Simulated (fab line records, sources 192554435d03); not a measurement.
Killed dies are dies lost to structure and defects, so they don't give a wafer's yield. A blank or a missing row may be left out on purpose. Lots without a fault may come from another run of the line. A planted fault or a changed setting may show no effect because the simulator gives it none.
Chamber matching | flow n5_finfet | N5_MOL_CONTACT_COAG_ETCH_90 on rie_diel-06: 4 sister chambers
The step etches SiARC in CF4, target depth 13 nm, time 21.7 s. 8 wafers are shown with their chamber, then 8 later ones without.

WAFERS WITH THEIR CHAMBER
wafer  | chamber | showerhead_plenum_p_Torr (Torr) | drypump_motor_current_A (A)
L078.2 | 3       | 2.20                            | 5.26
L082.5 | 3       | 2.20                            | 5.27
L082.6 | 0       | 2.27                            | 5.59
L089.4 | 1       | 2.10                            | 5.59
L092.4 | 2       | 2.27                            | 5.74
L092.5 | 0       | 2.26                            | 5.60
L092.6 | 1       | 2.09                            | 5.60
L093.1 | 2       | 2.27                            | 5.76

WAFERS WITHOUT THEIR CHAMBER
wafer  | showerhead_plenum_p_Torr (Torr) | drypump_motor_current_A (A)
L093.2 | 2.20                            | 5.26
L093.4 | 2.09                            | 5.61
L094.1 | 2.20                            | 5.27
L094.2 | 2.27                            | 5.76
L094.3 | 2.09                            | 5.59
L097.1 | 2.09                            | 5.60
L097.5 | 2.09                            | 5.61
L097.6 | 2.26                            | 5.61

WHICH CHAMBER EACH WENT THROUGH
wafer  | from the rows above | in truth
L093.2 | 3                   | 3
L093.4 | 1                   | 1
L094.1 | 3                   | 3
L094.2 | 2                   | 2
L094.3 | 1                   | 1
L097.1 | 1                   | 1
L097.5 | 1                   | 1
L097.6 | 0                   | 0
Placed correctly: 8 of 8. Can't be placed from these rows: 0. Placed wrongly: 0.
How it was worked out, from the rows above alone: a wafer's distance from a chamber is the root of the sum, over the readings, of the square of ((its reading less the chamber's mean) divided by the reading's scatter). The wafer belongs to the nearest chamber; if the next one is less than 2 further off, it can't be placed. A chamber's mean is the mean of its shown wafers. The scatter: the root of (the sum of the squares of (reading less its chamber's mean) over the shown wafers, divided by (wafers less chambers)).
